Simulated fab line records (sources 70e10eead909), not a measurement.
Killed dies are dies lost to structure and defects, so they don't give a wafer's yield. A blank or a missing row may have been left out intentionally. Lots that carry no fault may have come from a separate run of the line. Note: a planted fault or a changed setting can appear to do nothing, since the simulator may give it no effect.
Which tool did it? || flow nand_harc || 12 lots with 36 wafers sampled at 5 steps, on a route of 1159 steps

## WHAT THE GAUGES SHOWED, per wafer
NHARC_THIN_TSV_CD_MEAS_16. Usual: cd_nm reads 1000.2 nm (standard deviation 1.7).
{"lot": "L655", "measured": "day 20 03:23", "on": "cd_sem-02", "cd_nm (nm)": "1001.1 1001.9 998.6", "flag": ""}
{"lot": "L656", "measured": "day 19 01:16", "on": "cd_sem-03", "cd_nm (nm)": "998.5 1000.7 997.9", "flag": ""}
{"lot": "L658", "measured": "day 19 07:41", "on": "cd_sem-03", "cd_nm (nm)": "1002.4 1000.2 997.3", "flag": ""}
{"lot": "L659", "measured": "day 19 16:50", "on": "cd_sem-02", "cd_nm (nm)": "1001.5 1001.9 1001.0", "flag": ""}
{"lot": "L662", "measured": "day 20 15:06", "on": "cd_sem-03", "cd_nm (nm)": "1001.0 995.9 1001.8", "flag": ""}
{"lot": "L663", "measured": "day 20 16:21", "on": "cd_sem-03", "cd_nm (nm)": "1004.4 999.6 1001.0", "flag": ""}
{"lot": "L664", "measured": "day 20 23:56", "on": "cd_sem-01", "cd_nm (nm)": "999.0 999.0 999.3", "flag": ""}
{"lot": "L666", "measured": "day 21 00:49", "on": "cd_sem-03", "cd_nm (nm)": "1002.5 1001.9 1001.2", "flag": ""}
{"lot": "L665", "measured": "day 21 21:11", "on": "cd_sem-01", "cd_nm (nm)": "1000.3 1001.1 996.7", "flag": ""}
{"lot": "L667", "measured": "day 22 10:02", "on": "cd_sem-01", "cd_nm (nm)": "1000.7 1000.2 1001.8", "flag": ""}
{"lot": "L670", "measured": "day 22 17:03", "on": "cd_sem-03", "cd_nm (nm)": "1003.0 1003.0 1002.0", "flag": ""}
{"lot": "L672", "measured": "day 23 06:23", "on": "cd_sem-01", "cd_nm (nm)": "999.8 999.1 1000.4", "flag": ""}

NHARC_END_SORT_01. Usual: killed_at_array 21, standard deviation 8.9; killed_at_other 0.8, standard deviation 1.3; killed_at_periphery 3.6, standard deviation 2.4; killed_dies 26, standard deviation 8.9; killed_open 3.1, standard deviation 1.8; killed_short 1.9, standard deviation 1.3.
{"lot": "L670", "measured": "day 23 07:30", "on": "prober-01", "killed_at_array": "24 28 19", "killed_at_other": "1 1 0", "killed_at_periphery": "45 2 53", "killed_dies": "70 31 72", "killed_open": "2 3 3", "killed_short": "3 3 1", "flag": "OFF"}
{"lot": "L672", "measured": "day 23 23:44", "on": "prober-02", "killed_at_array": "16 16 12", "killed_at_other": "1 0 0", "killed_at_periphery": "48 5 45", "killed_dies": "65 21 57", "killed_open": "6 6 1", "killed_short": "2 2 3", "flag": "OFF"}

## WHAT TOOL EACH LOT RAN ON (gives the tool, then ch and the chambers of the sampled wafers, and finally the start)
{"lot": "L655", "NHARC_P_CONTACT_STRIP_28": "rie_diel-04 ch 1,2,3, day 5 15:23", "NHARC_THIN_TSV_ETCH_44": "rie_diel-04 ch 0,1,3, day 20 02:47", "NHARC_THIN_TSV_ETCH_59": "rie_metal-03 ch 0,1, day 20 08:39"}
{"lot": "L656", "NHARC_P_CONTACT_STRIP_28": "rie_diel-08 ch 1,2, day 6 02:08", "NHARC_THIN_TSV_ETCH_44": "rie_diel-12 ch 1,2, day 19 00:32", "NHARC_THIN_TSV_ETCH_59": "rie_metal-03 ch 0,1, day 19 06:22"}
{"lot": "L658", "NHARC_P_CONTACT_STRIP_28": "rie_diel-04 ch 0,2, day 6 10:35", "NHARC_THIN_TSV_ETCH_44": "rie_diel-04 ch 1,2, day 19 06:51", "NHARC_THIN_TSV_ETCH_59": "rie_metal-03 ch 1, day 19 12:58"}
{"lot": "L659", "NHARC_P_CONTACT_STRIP_28": "rie_diel-04 ch 1,2,3, day 6 11:49", "NHARC_THIN_TSV_ETCH_44": "rie_diel-12 ch 0,1, day 19 16:07", "NHARC_THIN_TSV_ETCH_59": "rie_metal-02 ch 0,1, day 19 22:05"}
{"lot": "L662", "NHARC_P_CONTACT_STRIP_28": "rie_diel-08 ch 0,2, day 7 05:54", "NHARC_THIN_TSV_ETCH_44": "rie_diel-12 ch 0,1,2, day 20 14:29", "NHARC_THIN_TSV_ETCH_59": "rie_metal-03 ch 0,1, day 20 20:24"}
{"lot": "L663", "NHARC_P_CONTACT_STRIP_28": "rie_diel-08 ch 0,1,2, day 7 12:41", "NHARC_THIN_TSV_ETCH_44": "rie_diel-12 ch 0,2,3, day 20 15:44", "NHARC_THIN_TSV_ETCH_59": "rie_metal-02 ch 0,1, day 20 21:30"}
{"lot": "L664", "NHARC_P_CONTACT_STRIP_28": "rie_diel-04 ch 0,1,2, day 8 02:43", "NHARC_THIN_TSV_ETCH_44": "rie_diel-04 ch 0,2,3, day 20 23:17", "NHARC_THIN_TSV_ETCH_59": "rie_metal-03 ch 0,1, day 21 05:07"}
{"lot": "L666", "NHARC_P_CONTACT_STRIP_28": "rie_diel-08 ch 1,2,3, day 8 10:31", "NHARC_THIN_TSV_ETCH_44": "rie_diel-09 ch 1,2, day 21 00:02", "NHARC_THIN_TSV_ETCH_59": "rie_metal-02 ch 0,1, day 21 06:15"}
{"lot": "L665", "NHARC_P_CONTACT_STRIP_28": "rie_diel-08 ch 0,3, day 8 11:18", "NHARC_THIN_TSV_ETCH_44": "rie_diel-12 ch 0,2,3, day 21 20:34", "NHARC_THIN_TSV_ETCH_59": "rie_metal-03 ch 0, day 22 02:52"}
{"lot": "L667", "NHARC_P_CONTACT_STRIP_28": "rie_diel-08 ch 0,1,2, day 8 22:24", "NHARC_THIN_TSV_ETCH_44": "rie_diel-04 ch 1,2,3, day 22 09:19", "NHARC_THIN_TSV_ETCH_59": "rie_metal-01 ch 1, day 22 15:53"}
{"lot": "L670", "NHARC_P_CONTACT_STRIP_28": "rie_diel-08 ch 0,3, day 9 16:05", "NHARC_THIN_TSV_ETCH_44": "rie_diel-04 ch 0,1,3, day 22 16:23", "NHARC_THIN_TSV_ETCH_59": "rie_metal-01 ch 0,1, day 22 22:17"}
{"lot": "L672", "NHARC_P_CONTACT_STRIP_28": "rie_diel-08 ch 1,3, day 9 21:55", "NHARC_THIN_TSV_ETCH_44": "rie_diel-04 ch 0,1,2, day 23 05:43", "NHARC_THIN_TSV_ETCH_59": "rie_metal-02 ch 0,1, day 23 11:51"}
- NHARC_P_CONTACT_STRIP_28: strips in O2.
- NHARC_THIN_TSV_ETCH_44: etches the open film in CF4/O2, target depth 1594.2 nm, time 797.1 s.
- NHARC_THIN_TSV_ETCH_59: etches the open film in Cl2/BCl3, target depth 880 nm, time 138.1 s.

## AS READ BY THE TOOLS THEMSELVES (means over the sampled wafers that have a number; for cases with no such wafer, the mark the record gives instead)
NHARC_P_CONTACT_STRIP_28. Usual: drypump_motor_current_A 5.9 A, standard deviation 0.43; oes_product_au 0.998 a.u., standard deviation 0.0085; rf_vpp_V 57.7 V, standard deviation 0.83; showerhead_plenum_p_Torr 3.48 Torr, standard deviation 0.14; throttle_valve_pct 17.035 %, standard deviation 0.009.
{"lot": "L655", "tool": "rie_diel-04", "drypump_motor_current_A (A)": 5.7, "oes_product_au (a.u.)": 0.995, "rf_vpp_V (V)": 57.5, "showerhead_plenum_p_Torr (Torr)": 3.36, "throttle_valve_pct (%)": 17.037, "flag": ""}
{"lot": "L656", "tool": "rie_diel-08", "drypump_motor_current_A (A)": 6.5, "oes_product_au (a.u.)": 0.998, "rf_vpp_V (V)": 57.8, "showerhead_plenum_p_Torr (Torr)": 3.48, "throttle_valve_pct (%)": 17.042, "flag": ""}
{"lot": "L658", "tool": "rie_diel-04", "drypump_motor_current_A (A)": 5.8, "oes_product_au (a.u.)": 0.996, "rf_vpp_V (V)": 58.0, "showerhead_plenum_p_Torr (Torr)": 3.46, "throttle_valve_pct (%)": 17.035, "flag": ""}
{"lot": "L659", "tool": "rie_diel-04", "drypump_motor_current_A (A)": 5.7, "oes_product_au (a.u.)": 1.003, "rf_vpp_V (V)": 56.9, "showerhead_plenum_p_Torr (Torr)": 3.36, "throttle_valve_pct (%)": 17.034, "flag": ""}
{"lot": "L662", "tool": "rie_diel-08", "drypump_motor_current_A (A)": 5.9, "oes_product_au (a.u.)": 1.001, "rf_vpp_V (V)": 58.0, "showerhead_plenum_p_Torr (Torr)": 3.61, "throttle_valve_pct (%)": 17.027, "flag": ""}
{"lot": "L663", "tool": "rie_diel-08", "drypump_motor_current_A (A)": 6.2, "oes_product_au (a.u.)": 0.999, "rf_vpp_V (V)": 58.0, "showerhead_plenum_p_Torr (Torr)": 3.55, "throttle_valve_pct (%)": 17.037, "flag": ""}
{"lot": "L664", "tool": "rie_diel-04", "drypump_motor_current_A (A)": 5.6, "oes_product_au (a.u.)": 0.996, "rf_vpp_V (V)": 57.7, "showerhead_plenum_p_Torr (Torr)": 3.50, "throttle_valve_pct (%)": 17.043, "flag": ""}
{"lot": "L666", "tool": "rie_diel-08", "drypump_motor_current_A (A)": 6.2, "oes_product_au (a.u.)": 0.993, "rf_vpp_V (V)": 58.0, "showerhead_plenum_p_Torr (Torr)": 3.46, "throttle_valve_pct (%)": 17.027, "flag": ""}
{"lot": "L665", "tool": "rie_diel-08", "drypump_motor_current_A (A)": 5.9, "oes_product_au (a.u.)": 1.000, "rf_vpp_V (V)": 57.7, "showerhead_plenum_p_Torr (Torr)": 3.46, "throttle_valve_pct (%)": 17.034, "flag": ""}
{"lot": "L667", "tool": "rie_diel-08", "drypump_motor_current_A (A)": 6.2, "oes_product_au (a.u.)": 0.994, "rf_vpp_V (V)": 58.0, "showerhead_plenum_p_Torr (Torr)": 3.55, "throttle_valve_pct (%)": 17.036, "flag": ""}
{"lot": "L670", "tool": "rie_diel-08", "drypump_motor_current_A (A)": 5.9, "oes_product_au (a.u.)": 0.997, "rf_vpp_V (V)": 58.3, "showerhead_plenum_p_Torr (Torr)": 3.46, "throttle_valve_pct (%)": 17.037, "flag": ""}
{"lot": "L672", "tool": "rie_diel-08", "drypump_motor_current_A (A)": 6.2, "oes_product_au (a.u.)": 1.000, "rf_vpp_V (V)": 57.2, "showerhead_plenum_p_Torr (Torr)": 3.40, "throttle_valve_pct (%)": 17.034, "flag": ""}

NHARC_THIN_TSV_ETCH_44. Usual: bias_w 799.6 W, standard deviation 2.1; drypump_motor_current_A 5.6 A, standard deviation 0.45; oes_product_au 0.999 a.u., standard deviation 0.01; rf_vpp_V 791 V, standard deviation 4.3; showerhead_plenum_p_Torr 1.78 Torr, standard deviation 0.066; throttle_valve_pct 16.915 %, standard deviation 0.01.
{"lot": "L655", "tool": "rie_diel-04", "bias_w (W)": 800.5, "drypump_motor_current_A (A)": 5.8, "oes_product_au (a.u.)": 1.004, "rf_vpp_V (V)": 793, "showerhead_plenum_p_Torr (Torr)": 1.81, "throttle_valve_pct (%)": 16.919, "flag": ""}
{"lot": "L656", "tool": "rie_diel-12", "bias_w (W)": 799.3, "drypump_motor_current_A (A)": 5.6, "oes_product_au (a.u.)": 1.005, "rf_vpp_V (V)": 790, "showerhead_plenum_p_Torr (Torr)": 1.78, "throttle_valve_pct (%)": 16.917, "flag": ""}
{"lot": "L658", "tool": "rie_diel-04", "bias_w (W)": 799.5, "drypump_motor_current_A (A)": 5.3, "oes_product_au (a.u.)": 0.993, "rf_vpp_V (V)": 790, "showerhead_plenum_p_Torr (Torr)": 1.76, "throttle_valve_pct (%)": 16.923, "flag": ""}
{"lot": "L659", "tool": "rie_diel-12", "bias_w (W)": 798.1, "drypump_motor_current_A (A)": 5.7, "oes_product_au (a.u.)": 1.001, "rf_vpp_V (V)": 791, "showerhead_plenum_p_Torr (Torr)": 1.79, "throttle_valve_pct (%)": 16.922, "flag": ""}
{"lot": "L662", "tool": "rie_diel-12", "bias_w (W)": 799.9, "drypump_motor_current_A (A)": 5.5, "oes_product_au (a.u.)": 0.993, "rf_vpp_V (V)": 789, "showerhead_plenum_p_Torr (Torr)": 1.76, "throttle_valve_pct (%)": 16.908, "flag": ""}
{"lot": "L663", "tool": "rie_diel-12", "bias_w (W)": 799.4, "drypump_motor_current_A (A)": 5.3, "oes_product_au (a.u.)": 0.996, "rf_vpp_V (V)": 791, "showerhead_plenum_p_Torr (Torr)": 1.77, "throttle_valve_pct (%)": 16.917, "flag": ""}
{"lot": "L664", "tool": "rie_diel-04", "bias_w (W)": 800.5, "drypump_motor_current_A (A)": 6.0, "oes_product_au (a.u.)": 1.001, "rf_vpp_V (V)": 791, "showerhead_plenum_p_Torr (Torr)": 1.78, "throttle_valve_pct (%)": 16.911, "flag": ""}
{"lot": "L666", "tool": "rie_diel-09", "bias_w (W)": 801.2, "drypump_motor_current_A (A)": 6.0, "oes_product_au (a.u.)": 0.991, "rf_vpp_V (V)": 791, "showerhead_plenum_p_Torr (Torr)": 1.78, "throttle_valve_pct (%)": 16.922, "flag": ""}
{"lot": "L665", "tool": "rie_diel-12", "bias_w (W)": 799.1, "drypump_motor_current_A (A)": 5.3, "oes_product_au (a.u.)": 0.993, "rf_vpp_V (V)": 790, "showerhead_plenum_p_Torr (Torr)": 1.76, "throttle_valve_pct (%)": 16.923, "flag": ""}
{"lot": "L667", "tool": "rie_diel-04", "bias_w (W)": 798.6, "drypump_motor_current_A (A)": 5.7, "oes_product_au (a.u.)": 1.007, "rf_vpp_V (V)": 790, "showerhead_plenum_p_Torr (Torr)": 1.73, "throttle_valve_pct (%)": 16.915, "flag": ""}
{"lot": "L670", "tool": "rie_diel-04", "bias_w (W)": 799.6, "drypump_motor_current_A (A)": 5.8, "oes_product_au (a.u.)": 1.011, "rf_vpp_V (V)": 792, "showerhead_plenum_p_Torr (Torr)": 1.80, "throttle_valve_pct (%)": 16.905, "flag": ""}
{"lot": "L672", "tool": "rie_diel-04", "bias_w (W)": 799.0, "drypump_motor_current_A (A)": 5.6, "oes_product_au (a.u.)": 0.989, "rf_vpp_V (V)": 792, "showerhead_plenum_p_Torr (Torr)": 1.80, "throttle_valve_pct (%)": 16.915, "flag": ""}

NHARC_THIN_TSV_ETCH_59. Usual: bcl3_flow_sccm 30.00 sccm, standard deviation 0.098; bias_w 100.00 W, standard deviation 0.27; drypump_motor_current_A 5.95 A, standard deviation 0.23; oes_product_au 1.001 a.u., standard deviation 0.0089; throttle_valve_pct 22.263 %, standard deviation 0.0091.
{"lot": "L655", "tool": "rie_metal-03", "bcl3_flow_sccm (sccm)": 30.08, "bias_w (W)": 100.12, "drypump_motor_current_A (A)": 5.89, "oes_product_au (a.u.)": 0.993, "throttle_valve_pct (%)": 22.265, "flag": ""}
{"lot": "L656", "tool": "rie_metal-03", "bcl3_flow_sccm (sccm)": 30.04, "bias_w (W)": 100.05, "drypump_motor_current_A (A)": 5.99, "oes_product_au (a.u.)": 1.004, "throttle_valve_pct (%)": 22.261, "flag": ""}
{"lot": "L658", "tool": "rie_metal-03", "bcl3_flow_sccm (sccm)": 30.15, "bias_w (W)": 100.01, "drypump_motor_current_A (A)": 5.76, "oes_product_au (a.u.)": 0.988, "throttle_valve_pct (%)": 22.264, "flag": ""}
{"lot": "L659", "tool": "rie_metal-02", "bcl3_flow_sccm (sccm)": 29.97, "bias_w (W)": 100.16, "drypump_motor_current_A (A)": 6.00, "oes_product_au (a.u.)": 1.003, "throttle_valve_pct (%)": 22.264, "flag": ""}
{"lot": "L662", "tool": "rie_metal-03", "bcl3_flow_sccm (sccm)": 30.16, "bias_w (W)": 100.07, "drypump_motor_current_A (A)": 6.01, "oes_product_au (a.u.)": 1.006, "throttle_valve_pct (%)": 22.260, "flag": ""}
{"lot": "L663", "tool": "rie_metal-02", "bcl3_flow_sccm (sccm)": 29.98, "bias_w (W)": 99.93, "drypump_motor_current_A (A)": 6.00, "oes_product_au (a.u.)": 1.001, "throttle_valve_pct (%)": 22.267, "flag": ""}
{"lot": "L664", "tool": "rie_metal-03", "bcl3_flow_sccm (sccm)": 30.03, "bias_w (W)": 99.68, "drypump_motor_current_A (A)": 6.01, "oes_product_au (a.u.)": 1.005, "throttle_valve_pct (%)": 22.256, "flag": ""}
{"lot": "L666", "tool": "rie_metal-02", "bcl3_flow_sccm (sccm)": 30.05, "bias_w (W)": 99.96, "drypump_motor_current_A (A)": 6.01, "oes_product_au (a.u.)": 0.999, "throttle_valve_pct (%)": 22.260, "flag": ""}
{"lot": "L665", "tool": "rie_metal-03", "bcl3_flow_sccm (sccm)": 30.05, "bias_w (W)": 99.95, "drypump_motor_current_A (A)": 6.15, "oes_product_au (a.u.)": 1.010, "throttle_valve_pct (%)": 22.264, "flag": ""}
{"lot": "L667", "tool": "rie_metal-01", "bcl3_flow_sccm (sccm)": 30.00, "bias_w (W)": 99.73, "drypump_motor_current_A (A)": 5.71, "oes_product_au (a.u.)": 0.983, "throttle_valve_pct (%)": 22.266, "flag": ""}
{"lot": "L670", "tool": "rie_metal-01", "bcl3_flow_sccm (sccm)": 29.99, "bias_w (W)": 100.03, "drypump_motor_current_A (A)": 5.65, "oes_product_au (a.u.)": 0.999, "throttle_valve_pct (%)": 22.261, "flag": ""}
{"lot": "L672", "tool": "rie_metal-02", "bcl3_flow_sccm (sccm)": 29.97, "bias_w (W)": 100.33, "drypump_motor_current_A (A)": 5.99, "oes_product_au (a.u.)": 1.006, "throttle_valve_pct (%)": 22.267, "flag": ""}

## THE ANSWER, worked out from the rows above alone
Rule: take the mean of a lot's wafers that have a number; if it is more than 3 standard deviations from the usual mean, the lot is off. Also off: a lot with no number at a reading for which 4 or more lots have one. The other lots that the step has rows for count as sound. The gauges are gone through in route order, then the tools' own readings, and for those a lot's mean is taken as printed above. At the first step where some lot is off, the reading lying furthest off is the one used; lots without a number count as furthest.
Off, at NHARC_END_SORT_01 on killed_at_periphery: L670, L672. Neither off nor sound, because the step has no rows for them: L655, L656, L658, L659, L662, L663, L664, L666, L665, L667.
A tool fits if, at a process step before that reading, it ran every lot that is off, and no sound lot after the first of them. The gauges at NHARC_END_SORT_01 are tried like those tools. Undecided on this evidence; 2 tools fit (rie_diel-08 at NHARC_P_CONTACT_STRIP_28, rie_diel-04 at NHARC_THIN_TSV_ETCH_44).

## WHAT WAS PUT IN BY THE SIMULATOR
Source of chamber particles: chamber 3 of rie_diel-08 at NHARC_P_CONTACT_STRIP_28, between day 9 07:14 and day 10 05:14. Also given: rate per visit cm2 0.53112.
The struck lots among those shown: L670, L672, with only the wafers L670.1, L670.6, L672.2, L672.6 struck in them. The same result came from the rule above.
